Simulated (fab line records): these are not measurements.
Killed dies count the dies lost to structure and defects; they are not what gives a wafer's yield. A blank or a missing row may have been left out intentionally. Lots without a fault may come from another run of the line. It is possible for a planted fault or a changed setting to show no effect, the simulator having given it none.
Comparing a struck lot with a sound one    flow n5Finfet    15 steps out of a route of 1938
Sound: the wafers L179.1, L179.3, L179.6. Struck: wafer L188.1 (L188.2, L188.3, from the same lot, were not struck and are left out); the cause is given at the end.
Each step with rows lists, per side, the tool, then ch with its chambers, then its first start. Under that, the readings that differ: sound wafers    struck wafers    difference of the means    sigmas: that difference in standard deviations of wafers without a fault.
alike: same words and numbers on both sides, and readings whose means sit less than 2 such deviations apart. not compared: any withheld reading, any reading some wafer has no value for, any bound like >300 that may hide the same value, and any number with overlapping values for which the record gives no deviation.
A row with sigmas, a row that says differs or no value, or rows on one side alone: a step with any of these is where the two part. Numbers that don't overlap but have no deviation are shown without sigmas and don't part them. A reading missing from all wafers of one side parts the sides only when that side holds two or more wafers.

first, 7 steps without rows for these wafers: N5_HKMG_FIN_COAT_30 (time 60 s, resist thk 35 nm); N5_HKMG_FIN_COAT_06 (resist thk 90 nm); N5_HKMG_FIN_EBR_08; N5_HKMG_FIN_SOFTBAKE_07 (time 60 s); N5_HKMG_FIN_EXPOSE_09 (exposes mask NWFM); N5_HKMG_FIN_PEB_10 (peb time 60 s); N5_HKMG_FIN_DEVELOP_11 (develop time 30 s).
N5_HKMG_FIN_CD_MEAS_12: the cd target is 92.8 nm.
  sound on cdSem-01 ch 0, day 6 11:14; struck on cdSem-03 ch 0, day 8 15:35
  alike: cdNm
N5_HKMG_FIN_OVL_MEAS_13:
  sound on overlay-02 ch 0, day 6 11:16; struck on overlay-01 ch 0, day 8 15:37
  alike: NWFM_OVL
N5_HKMG_FIN_INSPECT_14: inspects for defects (macro).
  sound on defectInspect-01, day 6 11:18; struck on defectInspect-01, day 8 15:38
  alike: rawDefectCount
N5_HKMG_FIN_DESCUM_17: chemistry O2, time 7.9 s.
  sound on rieDiel-05 ch 0,1, day 6 11:20; struck on rieDiel-05 ch 0, day 8 15:41
  alike: drypumpMotorCurrentA, oesProductAu, rfVppV, showerheadPlenumPTorr, throttleValvePct
  not compared: rfHoursCounterH
N5_HKMG_FIN_ETCH_31: etches SiARC in CF4, target depth 45.5 nm, time 75.8 s.
  sound on rieDiel-05 ch 0,1, day 6 11:22; struck on rieDiel-05 ch 0, day 8 15:43
  alike: drypumpMotorCurrentA, etchRfOnTimeS, oesProductAu, rfFwdPowerW, rfVppV, showerheadPlenumPTorr, throttleValvePct
  not compared: rfHoursCounterH
N5_HKMG_FIN_ETCH_32: etches SOC in N2/H2, target depth 240 nm, time 300 s.
  sound on rieDiel-05 ch 0,1, day 6 11:25; struck on rieDiel-05 ch 0, day 8 15:46
reading                                     sound              struck  difference  sigmas
rfFwdPowerW (W)                             838.4 835.3 838.2  1039.4  +202.1      +81
rfVppV (V)                                  524.7 519.8 521.1  486.2   -35.7       -14
model.HKMG_FIN.featureDepthNm (nm)          236 247 249.2      281     +37         
model.etch.depthNm (nm)                     236.1 247.1 249.2  281     +37         
model.SiARC_of_HKMG_FIN_COAT_30.thkNm (nm)  21.4 21.2 21.2     19.4    -1.9        
  alike: drypumpMotorCurrentA, oesProductAu, showerheadPlenumPTorr, throttleValvePct
  not compared: rfHoursCounterH
then, 1 step without rows for these wafers: N5_HKMG_FIN_STRIP_33 (strips in N2/H2).
-- a jump in the record: the struck wafers' starts before and after are 4 days apart (it breaks off in module HKMG_FIN and resumes in module BEOL_M4, where the first step shown is number 1111 of the route) --
N5_BEOL_M4_RC_MEAS_101:
  sound on prober-02 ch 0, day 10 04:27; struck on prober-01 ch 0, day 12 22:49
reading        sound        struck  difference  sigmas
ION_N (uA/um)  667 659 666  692     +28         +2
  alike: DIBL_N, DIBL_P, IOFF_N, IOFF_P, ION_P, SS_N, SS_P, VT_N, VT_P

WHERE THEY PART
First at N5_HKMG_FIN_ETCH_32; last, within this record, at N5_BEOL_M4_RC_MEAS_101.

WHY: what the simulator had put in
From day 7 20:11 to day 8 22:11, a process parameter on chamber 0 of rieDiel-05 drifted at N5_HKMG_FIN_ETCH_32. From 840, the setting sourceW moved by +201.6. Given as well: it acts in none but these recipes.
